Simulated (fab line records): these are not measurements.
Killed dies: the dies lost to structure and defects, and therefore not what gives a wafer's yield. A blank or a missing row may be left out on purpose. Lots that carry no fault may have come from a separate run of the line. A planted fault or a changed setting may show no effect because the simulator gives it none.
Matching of chambers ; flow n5 finfet ; 4 sister chambers for N5_DUMMY_GATE_ETCH_32 on rie si-01
The step etches SiO2 in CF4, target depth 3.5 nm, time 3.9 s. 16 wafers are shown with their chamber, then 8 later ones without.

== WAFERS WITH THEIR CHAMBER ==
wafer;chamber;throttle valve pct (%);oes product au (a.u.)
L077.3;2;21.40;0.986
L077.5;0;22.01;1.007
L077.6;1;22.30;0.963
L084.1;3;21.53;1.021
L084.3;0;22.03;1.004
L084.4;1;22.32;0.965
L085.1;3;21.53;1.027
L085.4;0;22.01;1.010
L085.6;2;21.40;0.974
L087.1;0;22.02;1.013
L087.4;3;21.52;1.030
L087.5;0;22.03;1.008
L089.1;2;21.40;0.965
L089.4;0;22.02;1.007
L089.5;0;22.00;1.007
L092.2;1;22.30;0.971

SIGNATURES, as means of the wafers listed above
reading;chamber 0;chamber 1;chamber 2;chamber 3;scatter within a chamber
throttle valve pct;22.0171;22.3067;21.4000;21.5267;0.00947
oes product au;1.00800;0.96633;0.97500;1.02600;0.00537
Rule: a wafer's distance from a chamber is the root of the sum, over the readings, of the square of ((its reading less the chamber's mean) divided by the reading's scatter). If the next closest chamber is less than 2 further off than the closest, the wafer can't be placed; otherwise it belongs to the closest. How the scatter is found: for the shown wafers, subtract from each reading the mean of its chamber, square and add these, divide the total by (wafers less chambers), then take the root.

== WAFERS WITHOUT THEIR CHAMBER ==
wafer;throttle valve pct (%);oes product au (a.u.)
L092.3;21.39;0.977
L092.4;22.03;1.007
L093.1;21.53;1.033
L093.3;22.31;0.972
L093.6;22.02;1.013
L097.1;22.04;1.013
L097.3;21.40;0.984
L097.5;22.31;0.974

== CHAMBER TAKEN BY EACH ==
wafer;from the rows above;in truth
L092.3;2;2
L092.4;0;0
L093.1;3;3
L093.3;1;1
L093.6;0;0
L097.1;0;0
L097.3;2;2
L097.5;1;1
Placed correctly: 8 of 8. From these rows, 0 cannot be placed. Number placed wrongly: 0.
